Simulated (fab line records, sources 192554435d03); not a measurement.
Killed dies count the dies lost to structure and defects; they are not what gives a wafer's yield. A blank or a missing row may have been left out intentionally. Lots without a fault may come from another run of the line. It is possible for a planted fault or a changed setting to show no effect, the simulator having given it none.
Problem report, 8D (eight disciplines) form, completed by code    flow n5-finfet    the parts of the form that need people (team, actions taken, sign-off) are left out

## 1. THE PROBLEM
A mean of 211.6 nm is read at N5_BEOL_M10_OCD_MEAS_38 for trench-depth-nm, taken on 1 wafer of 1 lot, against 149.9 nm (standard deviation 2.8) on wafers free of any fault. That puts it +22 standard deviations away from the usual mean.
The first sign was on wafer L659.4 at day 14 01:07, on ocd-01. The record holds 17 wafers of 6 lots with a number at this step. Rule for "out" (also "out of limits"): further than 4 standard deviations from the usual mean. The rest of the wafers with a number are treated as sound.

## 2. WHAT THIS IS AND IS NOT
question                     is                 is not
which readings at this step  trench-depth-nm    -
which lots                   L659               L644, L645, L661, L666, L667
which wafers of those lots   L659.4             L659.6
read on which gauges         ocd-01             ocd-02
when                         from day 14 01:07  up to then (7 sound wafers); but 9 sound wafers of L661, L666, L667 came after

## 3. WHAT RULES OUT EACH SUSPECT
Counting: a tool at a process step up to the reading stays a suspect if it ran every lot that is out. Sound lots after the first of them don't rule it out here, since some wafers of a struck lot are sound.
- the gauge at N5_BEOL_M10_OCD_MEAS_38 has been ruled out. All the wafers that are out were read on ocd-01, but those of them that N5_BEOL_M10_THK_MEAS_53 has rows for are out there too, on other tools.
- rie-diel-03 at N5_BEOL_M10_DESCUM_33 (chemistry O2, time 7.9 s): kept. The lot that is out, L659, ran on it at day 14 00:38; the last sound lot it ran before that was L644, at day 10 14:16.
- rie-diel-03 at N5_BEOL_M10_TRENCH_ETCH_37 (etches SiCOH lowk in C4F6/O2, target depth 148.83 nm, time 48 s): kept. The lot that is out, L659, ran on it at day 14 00:56; the last sound lot it ran before that was L644, at day 10 14:35.
- rie-diel-03 at N5_BEOL_M10_STRIP_77 (strips in N2/H2, time 10 s): kept. The lot that is out, L659, ran on it at day 14 01:07; the last sound lot it ran before that was L644, at day 10 14:46. Because N5_BEOL_M10_STRIP_77 lacks a start for some lots, the hours and order of its lots are taken from N5_BEOL_M10_OCD_MEAS_38.
- The sound lot-mates ran in chamber 1 of rie-diel-03 at N5_BEOL_M10_DESCUM_33, but the wafers that are out ran in chamber 2.
- The sound lot-mates ran in chamber 1 of rie-diel-03 at N5_BEOL_M10_TRENCH_ETCH_37, but the wafers that are out ran in chamber 2.
- The sound lot-mates ran in chamber 1 of rie-diel-03 at N5_BEOL_M10_STRIP_77, but the wafers that are out ran in chamber 2.
Still standing after the count: rie-diel-03 at N5_BEOL_M10_DESCUM_33, rie-diel-03 at N5_BEOL_M10_TRENCH_ETCH_37, rie-diel-03 at N5_BEOL_M10_STRIP_77.

## 4. THE CAUSE (what the simulator had put in)
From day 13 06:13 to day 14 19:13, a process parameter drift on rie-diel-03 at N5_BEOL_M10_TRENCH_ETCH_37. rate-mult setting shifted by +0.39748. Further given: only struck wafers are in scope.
Of the 3 suspects that counting leaves, this tool is one.

## 5. THE EFFECT CHAIN, in route order
Rows list readings where the struck wafers' mean (over those with a number) sits beyond 3 standard deviations from the usual. Only readings for which the record gives a usual standard deviation are gone through. hours: the time from each lot's start at the first step in this table that gives one to its start at this step, as a median over the lots. sigmas: the change in usual standard deviations.
hours  step                     reading            usual         on struck wafers  change  sigmas
0      N5_BEOL_M10_OCD_MEAS_38  trench-depth-nm    149.9 nm      211.6             +61.7   +22
3      N5_BEOL_M10_THK_MEAS_53  M10_THK            140 nm        206               +66     +22
3      N5_BEOL_M10_RS_MEAS_57   M10_RS             0.150 ohm/sq  0.100             -0.050  -15
52     N5_BEOL_M15_RC_MEAS_101  SERP_M10           3.04 ohm/um   2.05              -0.99   -12
52     N5_BEOL_M15_RC_MEAS_101  SERP_M10_max_site  3.13 ohm/um   2.10              -1.03   -11

## 6. WHAT WOULD HAVE CAUGHT IT SOONER
Counted from the fault's start at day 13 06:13, it took 19 hours until the first out-of-limits reading at a measuring or inspecting step in this record, taken at day 14 01:07.
No tool reading at N5_BEOL_M10_TRENCH_ETCH_37 that has a usual standard deviation in the record was out on any struck wafer, so an alarm limit of 4 standard deviations on those readings would not have fired.
Each of the lots that are out, 1 in all, had begun N5_BEOL_M10_TRENCH_ETCH_37 on rie-diel-03 no later than day 14 01:07. A hold on the tool at that time would have spared none of them.
